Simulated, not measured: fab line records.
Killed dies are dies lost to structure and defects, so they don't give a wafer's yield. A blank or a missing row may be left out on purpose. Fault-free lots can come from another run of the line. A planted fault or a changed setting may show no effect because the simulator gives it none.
Which tool is to blame? / flow n5 finfet / 72 wafers from 24 lots sampled at 6 of the route's 1938 steps

== WHAT EACH GAUGE READ, for each wafer ==
N5_DUMMY_GATE_THK_MEAS_05.
lot=L074; measured=day 2 18:32; on=film metro-01; thk nm (nm)=71.2 72.5 71.8
lot=L075; measured=day 3 06:36; on=film metro-02; thk nm (nm)=73.9 71.9 71.4
lot=L076; measured=day 3 08:22; on=film metro-01; thk nm (nm)=73.8 71.5 72.0
lot=L077; measured=day 3 14:32; on=film metro-01; thk nm (nm)=71.8 71.3 73.2
lot=L078; measured=day 3 19:25; on=film metro-02; thk nm (nm)=73.1 73.5 74.0
lot=L079; measured=day 4 00:12; on=film metro-02; thk nm (nm)=69.9 71.3 72.9
lot=L080; measured=day 4 04:49; on=film metro-02; thk nm (nm)=70.7 71.3 71.2
lot=L081; measured=day 4 12:19; on=film metro-02; thk nm (nm)=71.7 72.5 71.1
lot=L082; measured=day 4 18:08; on=film metro-02; thk nm (nm)=73.0 72.9 74.0
lot=L083; measured=day 5 00:26; on=film metro-02; thk nm (nm)=71.4 72.4 70.6
lot=L084; measured=day 5 09:31; on=film metro-02; thk nm (nm)=73.7 70.4 73.6
lot=L085; measured=day 5 12:22; on=film metro-02; thk nm (nm)=72.3 71.5 70.6
lot=L086; measured=day 5 17:42; on=film metro-01; thk nm (nm)=72.5 72.3 72.1
lot=L087; measured=day 6 01:17; on=film metro-02; thk nm (nm)=72.6 70.9 72.1
lot=L088; measured=day 6 06:43; on=film metro-01; thk nm (nm)=72.9 73.2 72.0
lot=L089; measured=day 6 11:17; on=film metro-02; thk nm (nm)=72.6 72.3 71.0
lot=L090; measured=day 6 19:01; on=film metro-01; thk nm (nm)=72.7 73.3 73.3
lot=L091; measured=day 6 22:49; on=film metro-02; thk nm (nm)=70.7 69.4 72.6
lot=L092; measured=day 7 07:04; on=film metro-01; thk nm (nm)=72.0 73.6 73.1
lot=L093; measured=day 7 12:28; on=film metro-01; thk nm (nm)=71.8 71.3 71.3
lot=L094; measured=day 7 16:32; on=film metro-02; thk nm (nm)=73.2 73.3 72.6
lot=L095; measured=day 8 01:22; on=film metro-01; thk nm (nm)=72.0 71.8 71.7
lot=L096; measured=day 8 05:42; on=film metro-01; thk nm (nm)=72.4 72.6 73.1
lot=L097; measured=day 8 12:40; on=film metro-01; thk nm (nm)=72.0 71.8 71.6

N5_DUMMY_GATE_OVL_MEAS_16.
lot=L074; measured=day 3 01:52; on=overlay-02; GATE_OVL (nm)=0.2 -0.1 -0.2
lot=L075; measured=day 3 10:56; on=overlay-02; GATE_OVL (nm)=1.0 -0.6 -0.2
lot=L076; measured=day 3 12:50; on=overlay-01; GATE_OVL (nm)=-0.9 0.6 0.1
lot=L077; measured=day 3 18:59; on=overlay-01; GATE_OVL (nm)=-0.3 -0.2 0.4
lot=L078; measured=day 3 23:45; on=overlay-01; GATE_OVL (nm)=-0.4 -0.7 -1.0
lot=L079; measured=day 4 04:32; on=overlay-02; GATE_OVL (nm)=0.3 0.4 0.6
lot=L080; measured=day 4 09:10; on=overlay-01; GATE_OVL (nm)=0.4 -0.3 -0.2
lot=L081; measured=day 4 16:40; on=overlay-01; GATE_OVL (nm)=-0.2 0.8 -0.7
lot=L082; measured=day 5 00:28; on=overlay-01; GATE_OVL (nm)=0.2 0.7 0.2
lot=L083; measured=day 5 04:47; on=overlay-02; GATE_OVL (nm)=0.8 0.6 -0.2
lot=L084; measured=day 5 13:59; on=overlay-01; GATE_OVL (nm)=0.2 1.2 1.3
lot=L085; measured=day 5 16:49; on=overlay-01; GATE_OVL (nm)=-0.3 0.2 -0.1
lot=L086; measured=day 5 22:02; on=overlay-01; GATE_OVL (nm)=0.3 0.5 -0.3
lot=L087; measured=day 6 05:44; on=overlay-01; GATE_OVL (nm)=1.0 1.5 0.7
lot=L088; measured=day 6 11:03; on=overlay-01; GATE_OVL (nm)=0.6 0.6 1.1
lot=L089; measured=day 6 15:45; on=overlay-01; GATE_OVL (nm)=-1.3 -1.2 -1.2
lot=L090; measured=day 7 01:25; on=overlay-02; GATE_OVL (nm)=0.2 1.4 1.1
lot=L091; measured=day 7 03:10; on=overlay-02; GATE_OVL (nm)=0.8 1.1 0.6
lot=L092; measured=day 7 11:32; on=overlay-02; GATE_OVL (nm)=0.6 -0.1 -0.2
lot=L093; measured=day 7 16:55; on=overlay-02; GATE_OVL (nm)=1.3 0.2 1.1
lot=L094; measured=day 7 21:00; on=overlay-02; GATE_OVL (nm)=-0.7 0.2 0.4
lot=L095; measured=day 8 05:42; on=overlay-01; GATE_OVL (nm)=0.7 -0.4 0.4
lot=L096; measured=day 8 10:02; on=overlay-01; GATE_OVL (nm)=0.8 0.0 0.9
lot=L097; measured=day 8 17:07; on=overlay-01; GATE_OVL (nm)=0.2 1.4 0.6

N5_DUMMY_GATE_CD_MEAS_50: the cd target is 14 nm.
lot=L074; measured=day 3 02:31; on=cd sem-02; cd nm (nm)=14.1 14.2 14.5
lot=L075; measured=day 3 11:37; on=cd sem-03; cd nm (nm)=14.3 14.1 13.9
lot=L076; measured=day 3 13:17; on=cd sem-03; cd nm (nm)=14.3 14.3 14.2
lot=L077; measured=day 3 19:51; on=cd sem-02; cd nm (nm)=14.7 14.2 14.2
lot=L078; measured=day 4 00:13; on=cd sem-01; cd nm (nm)=14.2 14.2 14.6
lot=L079; measured=day 4 05:00; on=cd sem-01; cd nm (nm)=14.9 14.0 14.2
lot=L080; measured=day 4 09:42; on=cd sem-01; cd nm (nm)=14.1 14.2 14.1
lot=L081; measured=day 4 17:17; on=cd sem-02; cd nm (nm)=14.3 14.8 13.3
lot=L082; measured=day 5 00:55; on=cd sem-01; cd nm (nm)=14.4 13.9 13.9
lot=L083; measured=day 5 05:14; on=cd sem-01; cd nm (nm)=14.6 13.9 13.8
lot=L084; measured=day 5 14:27; on=cd sem-03; cd nm (nm)=13.9 14.6 14.2
lot=L085; measured=day 5 17:20; on=cd sem-02; cd nm (nm)=14.7 14.3 14.4
lot=L086; measured=day 5 22:29; on=cd sem-01; cd nm (nm)=14.6 14.3 13.8
lot=L087; measured=day 6 06:12; on=cd sem-03; cd nm (nm)=14.3 14.8 15.1
lot=L088; measured=day 6 11:31; on=cd sem-01; cd nm (nm)=14.7 13.9 14.3
lot=L089; measured=day 6 16:14; on=cd sem-02; cd nm (nm)=13.9 14.3 14.0
lot=L090; measured=day 7 01:53; on=cd sem-02; cd nm (nm)=14.1 14.5 14.7
lot=L091; measured=day 7 03:37; on=cd sem-03; cd nm (nm)=14.1 14.5 14.2
lot=L092; measured=day 7 12:00; on=cd sem-03; cd nm (nm)=14.2 13.5 13.7
lot=L093; measured=day 7 17:23; on=cd sem-02; cd nm (nm)=13.8 15.0 14.0
lot=L094; measured=day 7 21:28; on=cd sem-03; cd nm (nm)=13.9 14.4 14.0
lot=L095; measured=day 8 06:11; on=cd sem-02; cd nm (nm)=14.5 14.7 14.7
lot=L096; measured=day 8 10:30; on=cd sem-03; cd nm (nm)=14.1 14.1 14.5
lot=L097; measured=day 8 17:38; on=cd sem-01; cd nm (nm)=14.3 14.0 14.4

N5_DUMMY_GATE_INSPECT_27: inspects for defects (brightfield).
lot=L074; measured=day 3 03:17; on=defect inspect-01; raw defect count=457 275 536
lot=L075; measured=day 3 12:24; on=defect inspect-02; raw defect count=302 272 282
lot=L076; measured=day 3 14:04; on=defect inspect-01; raw defect count=430 392 449
lot=L077; measured=day 3 20:38; on=defect inspect-02; raw defect count=319 207 179
lot=L078; measured=day 4 00:59; on=defect inspect-01; raw defect count=270 314 312
lot=L079; measured=day 4 05:47; on=defect inspect-01; raw defect count=347 391 436
lot=L080; measured=day 4 10:38; on=defect inspect-02; raw defect count=331 302 374
lot=L081; measured=day 4 18:09; on=defect inspect-02; raw defect count=365 306 311
lot=L082; measured=day 5 01:41; on=defect inspect-02; raw defect count=227 228 273
lot=L083; measured=day 5 06:01; on=defect inspect-01; raw defect count=165 199 162
lot=L084; measured=day 5 15:14; on=defect inspect-01; raw defect count=207 301 208
lot=L085; measured=day 5 18:11; on=defect inspect-02; raw defect count=176 210 220
lot=L086; measured=day 5 23:16; on=defect inspect-02; raw defect count=204 311 228
lot=L087; measured=day 6 07:11; on=defect inspect-01; raw defect count=276 328 486
lot=L088; measured=day 6 12:18; on=defect inspect-02; raw defect count=353 408 576
lot=L089; measured=day 6 17:16; on=defect inspect-01; raw defect count=203 282 366
lot=L090; measured=day 7 03:13; on=defect inspect-01; raw defect count=378 290 314
lot=L091; measured=day 7 04:24; on=defect inspect-02; raw defect count=393 483 366
lot=L092; measured=day 7 12:54; on=defect inspect-01; raw defect count=386 307 282
lot=L093; measured=day 7 18:10; on=defect inspect-01; raw defect count=286 282 265
lot=L094; measured=day 7 22:14; on=defect inspect-02; raw defect count=314 215 288
lot=L095; measured=day 8 07:05; on=defect inspect-02; raw defect count=327 306 313
lot=L096; measured=day 8 11:17; on=defect inspect-01; raw defect count=310 344 484
lot=L097; measured=day 8 18:25; on=defect inspect-01; raw defect count=274 265 291

== EACH LOT AND THE TOOL THAT RAN IT (in order: tool; ch and the chambers of the sampled wafers; start) ==
lot=L074; N5_FIN_CUT_CUT_ETCH_28=rie si-06 ch 2,3, day 2 05:17; N5_DUMMY_GATE_ETCH_42=rie diel-02 ch 0,2,3, day 3 03:03
lot=L075; N5_FIN_CUT_CUT_ETCH_28=rie si-02 ch 0,1,2, day 2 17:11; N5_DUMMY_GATE_ETCH_42=rie diel-04 ch 0,2,3, day 3 12:10
lot=L076; N5_FIN_CUT_CUT_ETCH_28=rie si-05 ch 0,2,3, day 2 17:43; N5_DUMMY_GATE_ETCH_42=rie diel-03 ch 1,2, day 3 13:50
lot=L077; N5_FIN_CUT_CUT_ETCH_28=rie si-02 ch 0,1, day 3 00:31; N5_DUMMY_GATE_ETCH_42=rie diel-04 ch 0,1,2, day 3 20:23
lot=L078; N5_FIN_CUT_CUT_ETCH_28=rie si-02 ch 1,2,3, day 3 04:17; N5_DUMMY_GATE_ETCH_42=rie diel-02 ch 0,1, day 4 00:46
lot=L079; N5_FIN_CUT_CUT_ETCH_28=rie si-06 ch 1,2,3, day 3 10:10; N5_DUMMY_GATE_ETCH_42=rie diel-03 ch 0,1,2, day 4 05:32
lot=L080; N5_FIN_CUT_CUT_ETCH_28=rie si-06 ch 0,1,3, day 3 15:32; N5_DUMMY_GATE_ETCH_42=rie diel-02 ch 0,2, day 4 10:23
lot=L081; N5_FIN_CUT_CUT_ETCH_28=rie si-05 ch 0,1,2, day 3 22:28; N5_DUMMY_GATE_ETCH_42=rie diel-02 ch 0,1,2, day 4 17:55
lot=L082; N5_FIN_CUT_CUT_ETCH_28=rie si-05 ch 2,3, day 4 03:39; N5_DUMMY_GATE_ETCH_42=rie diel-03 ch 0,2,3, day 5 01:27
lot=L083; N5_FIN_CUT_CUT_ETCH_28=rie si-05 ch 0,3, day 4 10:53; N5_DUMMY_GATE_ETCH_42=rie diel-02 ch 2,3, day 5 05:47
lot=L084; N5_FIN_CUT_CUT_ETCH_28=rie si-05 ch 0,2, day 4 18:56; N5_DUMMY_GATE_ETCH_42=rie diel-03 ch 1,2, day 5 14:59
lot=L085; N5_FIN_CUT_CUT_ETCH_28=rie si-02 ch 1,3, day 4 22:08; N5_DUMMY_GATE_ETCH_42=rie diel-02 ch 0,3, day 5 17:57
lot=L086; N5_FIN_CUT_CUT_ETCH_28=rie si-02 ch 1,2,3, day 5 03:46; N5_DUMMY_GATE_ETCH_42=rie diel-03 ch 0,1,2, day 5 23:02
lot=L087; N5_FIN_CUT_CUT_ETCH_28=rie si-02 ch 1,2, day 5 11:55; N5_DUMMY_GATE_ETCH_42=rie diel-04 ch 0,1,2, day 6 06:58
lot=L088; N5_FIN_CUT_CUT_ETCH_28=rie si-05 ch 0,2, day 5 17:10; N5_DUMMY_GATE_ETCH_42=rie diel-04 ch 0,1,3, day 6 12:04
lot=L089; N5_FIN_CUT_CUT_ETCH_28=rie si-02 ch 0,2,3, day 5 21:56; N5_DUMMY_GATE_ETCH_42=rie diel-04 ch 0,2,3, day 6 17:02
lot=L090; N5_FIN_CUT_CUT_ETCH_28=rie si-05 ch 0,1,2, day 6 03:52; N5_DUMMY_GATE_ETCH_42=rie diel-04 ch 1,2,3, day 7 02:59
lot=L091; N5_FIN_CUT_CUT_ETCH_28=rie si-06 ch 0,2, day 6 09:17; N5_DUMMY_GATE_ETCH_42=rie diel-02 ch 0,1, day 7 04:10
lot=L092; N5_FIN_CUT_CUT_ETCH_28=rie si-02 ch 0,1,2, day 6 16:04; N5_DUMMY_GATE_ETCH_42=rie diel-02 ch 1,3, day 7 12:40
lot=L093; N5_FIN_CUT_CUT_ETCH_28=rie si-05 ch 0,1,3, day 6 22:16; N5_DUMMY_GATE_ETCH_42=rie diel-02 ch 0,1, day 7 17:56
lot=L094; N5_FIN_CUT_CUT_ETCH_28=rie si-02 ch 0,1, day 7 02:59; N5_DUMMY_GATE_ETCH_42=rie diel-04 ch 0,1, day 7 22:01
lot=L095; N5_FIN_CUT_CUT_ETCH_28=rie si-06 ch 1,3, day 7 10:59; N5_DUMMY_GATE_ETCH_42=rie diel-02 ch 1,3, day 8 06:51
lot=L096; N5_FIN_CUT_CUT_ETCH_28=rie si-06 ch 1,3, day 7 16:34; N5_DUMMY_GATE_ETCH_42=rie diel-03 ch 1,3, day 8 11:02
lot=L097; N5_FIN_CUT_CUT_ETCH_28=rie si-02 ch 0,3, day 7 22:22; N5_DUMMY_GATE_ETCH_42=rie diel-02 ch 1,3, day 8 18:10
- N5_FIN_CUT_CUT_ETCH_28: etches Si in HBr/Cl2/O2, target depth 6 nm, time 2.4 s.
- N5_DUMMY_GATE_ETCH_42: etches SiO2 in CHF3/O2, target depth 3.5 nm, time 31 s.

== AS READ BY THE TOOLS THEMSELVES (means over the sampled wafers that have a number; for cases with no such wafer, the mark the record gives instead) ==
N5_FIN_CUT_CUT_ETCH_28.
lot=L074; tool=rie si-06; drypump motor current A (A)=5.2; oes product au (a.u.)=0.999; throttle valve pct (%)=37.15
lot=L075; tool=rie si-02; drypump motor current A (A)=5.6; oes product au (a.u.)=0.999; throttle valve pct (%)=36.89
lot=L076; tool=rie si-05; drypump motor current A (A)=6.1; oes product au (a.u.)=1.016; throttle valve pct (%)=37.38
lot=L077; tool=rie si-02; drypump motor current A (A)=5.4; oes product au (a.u.)=1.004; throttle valve pct (%)=36.96
lot=L078; tool=rie si-02; drypump motor current A (A)=5.7; oes product au (a.u.)=0.992; throttle valve pct (%)=37.08
lot=L079; tool=rie si-06; drypump motor current A (A)=5.5; oes product au (a.u.)=0.997; throttle valve pct (%)=37.32
lot=L080; tool=rie si-06; drypump motor current A (A)=6.0; oes product au (a.u.)=0.996; throttle valve pct (%)=37.48
lot=L081; tool=rie si-05; drypump motor current A (A)=6.0; oes product au (a.u.)=1.016; throttle valve pct (%)=37.41
lot=L082; tool=rie si-05; drypump motor current A (A)=6.0; oes product au (a.u.)=1.010; throttle valve pct (%)=37.34
lot=L083; tool=rie si-05; drypump motor current A (A)=6.1; oes product au (a.u.)=1.002; throttle valve pct (%)=37.38
lot=L084; tool=rie si-05; drypump motor current A (A)=6.1; oes product au (a.u.)=1.021; throttle valve pct (%)=37.40
lot=L085; tool=rie si-02; drypump motor current A (A)=5.6; oes product au (a.u.)=0.991; throttle valve pct (%)=37.32
lot=L086; tool=rie si-02; drypump motor current A (A)=5.7; oes product au (a.u.)=0.992; throttle valve pct (%)=37.06
lot=L087; tool=rie si-02; drypump motor current A (A)=5.7; oes product au (a.u.)=0.996; throttle valve pct (%)=36.80
lot=L088; tool=rie si-05; drypump motor current A (A)=6.1; oes product au (a.u.)=1.023; throttle valve pct (%)=37.41
lot=L089; tool=rie si-02; drypump motor current A (A)=5.6; oes product au (a.u.)=1.001; throttle valve pct (%)=37.17
lot=L090; tool=rie si-05; drypump motor current A (A)=6.0; oes product au (a.u.)=1.017; throttle valve pct (%)=37.42
lot=L091; tool=rie si-06; drypump motor current A (A)=5.5; oes product au (a.u.)=1.011; throttle valve pct (%)=37.15
lot=L092; tool=rie si-02; drypump motor current A (A)=5.6; oes product au (a.u.)=1.000; throttle valve pct (%)=36.89
lot=L093; tool=rie si-05; drypump motor current A (A)=6.0; oes product au (a.u.)=1.003; throttle valve pct (%)=37.24
lot=L094; tool=rie si-02; drypump motor current A (A)=5.6; oes product au (a.u.)=1.005; throttle valve pct (%)=36.85
lot=L095; tool=rie si-06; drypump motor current A (A)=5.6; oes product au (a.u.)=0.988; throttle valve pct (%)=37.45
lot=L096; tool=rie si-06; drypump motor current A (A)=5.6; oes product au (a.u.)=0.988; throttle valve pct (%)=37.46
lot=L097; tool=rie si-02; drypump motor current A (A)=5.5; oes product au (a.u.)=0.996; throttle valve pct (%)=37.43

N5_DUMMY_GATE_ETCH_42.
lot=L074; tool=rie diel-02; drypump motor current A (A)=5.5; oes_f_703_au (a.u.)=0.77; oes product au (a.u.)=0.75; rf vpp V (V)=43.4; showerhead plenum p Torr (Torr)=2.40; throttle valve pct (%)=18.95
lot=L075; tool=rie diel-04; drypump motor current A (A)=5.9; oes_f_703_au (a.u.)=0.81; oes product au (a.u.)=0.81; rf vpp V (V)=41.2; showerhead plenum p Torr (Torr)=2.43; throttle valve pct (%)=18.84
lot=L076; tool=rie diel-03; drypump motor current A (A)=5.8; oes_f_703_au (a.u.)=0.80; oes product au (a.u.)=0.80; rf vpp V (V)=42.8; showerhead plenum p Torr (Torr)=2.40; throttle valve pct (%)=18.66
lot=L077; tool=rie diel-04; drypump motor current A (A)=5.5; oes_f_703_au (a.u.)=0.73; oes product au (a.u.)=0.74; rf vpp V (V)=43.4; showerhead plenum p Torr (Torr)=2.41; throttle valve pct (%)=18.90
lot=L078; tool=rie diel-02; drypump motor current A (A)=5.9; oes_f_703_au (a.u.)=0.69; oes product au (a.u.)=0.68; rf vpp V (V)=43.3; showerhead plenum p Torr (Torr)=2.45; throttle valve pct (%)=18.88
lot=L079; tool=rie diel-03; drypump motor current A (A)=5.9; oes_f_703_au (a.u.)=0.81; oes product au (a.u.)=0.83; rf vpp V (V)=43.3; showerhead plenum p Torr (Torr)=2.37; throttle valve pct (%)=18.65
lot=L080; tool=rie diel-02; drypump motor current A (A)=5.8; oes_f_703_au (a.u.)=0.73; oes product au (a.u.)=0.72; rf vpp V (V)=42.1; showerhead plenum p Torr (Torr)=2.46; throttle valve pct (%)=18.93
lot=L081; tool=rie diel-02; drypump motor current A (A)=6.0; oes_f_703_au (a.u.)=0.73; oes product au (a.u.)=0.72; rf vpp V (V)=42.8; showerhead plenum p Torr (Torr)=2.44; throttle valve pct (%)=18.94
lot=L082; tool=rie diel-03; drypump motor current A (A)=5.8; oes_f_703_au (a.u.)=0.78; oes product au (a.u.)=0.81; rf vpp V (V)=42.1; showerhead plenum p Torr (Torr)=2.39; throttle valve pct (%)=18.68
lot=L083; tool=rie diel-02; drypump motor current A (A)=5.5; oes_f_703_au (a.u.)=0.78; oes product au (a.u.)=0.78; rf vpp V (V)=42.5; showerhead plenum p Torr (Torr)=2.39; throttle valve pct (%)=19.01
lot=L084; tool=rie diel-03; drypump motor current A (A)=5.8; oes_f_703_au (a.u.)=0.78; oes product au (a.u.)=0.79; rf vpp V (V)=42.6; showerhead plenum p Torr (Torr)=2.39; throttle valve pct (%)=18.68
lot=L085; tool=rie diel-02; drypump motor current A (A)=5.2; oes_f_703_au (a.u.)=0.75; oes product au (a.u.)=0.73; rf vpp V (V)=43.3; showerhead plenum p Torr (Torr)=2.35; throttle valve pct (%)=19.00
lot=L086; tool=rie diel-03; drypump motor current A (A)=5.9; oes_f_703_au (a.u.)=0.80; oes product au (a.u.)=0.82; rf vpp V (V)=42.8; showerhead plenum p Torr (Torr)=2.37; throttle valve pct (%)=18.66
lot=L087; tool=rie diel-04; drypump motor current A (A)=5.5; oes_f_703_au (a.u.)=0.71; oes product au (a.u.)=0.71; rf vpp V (V)=42.9; showerhead plenum p Torr (Torr)=2.40; throttle valve pct (%)=18.92
lot=L088; tool=rie diel-04; drypump motor current A (A)=5.7; oes_f_703_au (a.u.)=0.75; oes product au (a.u.)=0.76; rf vpp V (V)=41.9; showerhead plenum p Torr (Torr)=2.45; throttle valve pct (%)=18.92
lot=L089; tool=rie diel-04; drypump motor current A (A)=5.9; oes_f_703_au (a.u.)=0.78; oes product au (a.u.)=0.78; rf vpp V (V)=41.5; showerhead plenum p Torr (Torr)=2.42; throttle valve pct (%)=18.87
lot=L090; tool=rie diel-04; drypump motor current A (A)=5.8; oes_f_703_au (a.u.)=0.76; oes product au (a.u.)=0.76; rf vpp V (V)=41.6; showerhead plenum p Torr (Torr)=2.49; throttle valve pct (%)=18.86
lot=L091; tool=rie diel-02; drypump motor current A (A)=5.9; oes_f_703_au (a.u.)=0.67; oes product au (a.u.)=0.67; rf vpp V (V)=42.5; showerhead plenum p Torr (Torr)=2.44; throttle valve pct (%)=18.91
lot=L092; tool=rie diel-02; drypump motor current A (A)=5.8; oes_f_703_au (a.u.)=0.71; oes product au (a.u.)=0.69; rf vpp V (V)=42.6; showerhead plenum p Torr (Torr)=2.36; throttle valve pct (%)=18.99
lot=L093; tool=rie diel-02; drypump motor current A (A)=5.9; oes_f_703_au (a.u.)=0.67; oes product au (a.u.)=0.67; rf vpp V (V)=42.5; showerhead plenum p Torr (Torr)=2.44; throttle valve pct (%)=18.92
lot=L094; tool=rie diel-04; drypump motor current A (A)=5.3; oes_f_703_au (a.u.)=0.68; oes product au (a.u.)=0.68; rf vpp V (V)=42.9; showerhead plenum p Torr (Torr)=2.43; throttle valve pct (%)=19.01
lot=L095; tool=rie diel-02; drypump motor current A (A)=5.9; oes_f_703_au (a.u.)=0.71; oes product au (a.u.)=0.69; rf vpp V (V)=42.4; showerhead plenum p Torr (Torr)=2.36; throttle valve pct (%)=19.00
lot=L096; tool=rie diel-03; drypump motor current A (A)=5.6; oes_f_703_au (a.u.)=0.75; oes product au (a.u.)=0.76; rf vpp V (V)=43.7; showerhead plenum p Torr (Torr)=2.45; throttle valve pct (%)=18.71
lot=L097; tool=rie diel-02; drypump motor current A (A)=5.8; oes_f_703_au (a.u.)=0.70; oes product au (a.u.)=0.70; rf vpp V (V)=41.5; showerhead plenum p Torr (Torr)=2.36; throttle valve pct (%)=19.00

== THE ANSWER, worked out from the rows above alone ==
Rule: the usual values come from the lots themselves. The widest of any qualifying gaps counts: lots, ordered by their means at a reading, are off when they make up no more than a third of the lots, leave a main group of 4 or more, and stand apart from it by 3 or more times the standard deviation of that group's means. If all means in a main group match to the digits the tables above print for the reading, that group is not used. A lot without any number at a reading at which 4 lots or more have one is off too. All remaining lots with rows at the step are treated as sound. Order of review: gauges by route order, followed by the tools' own readings, for which a lot's mean as printed above is used. At the first step where some lot is off, the reading lying furthest off is the one used; lots without a number count as furthest.
None of the lots is off at any reading shown; this tells nothing.

== WHAT WAS PUT IN BY THE SIMULATOR ==
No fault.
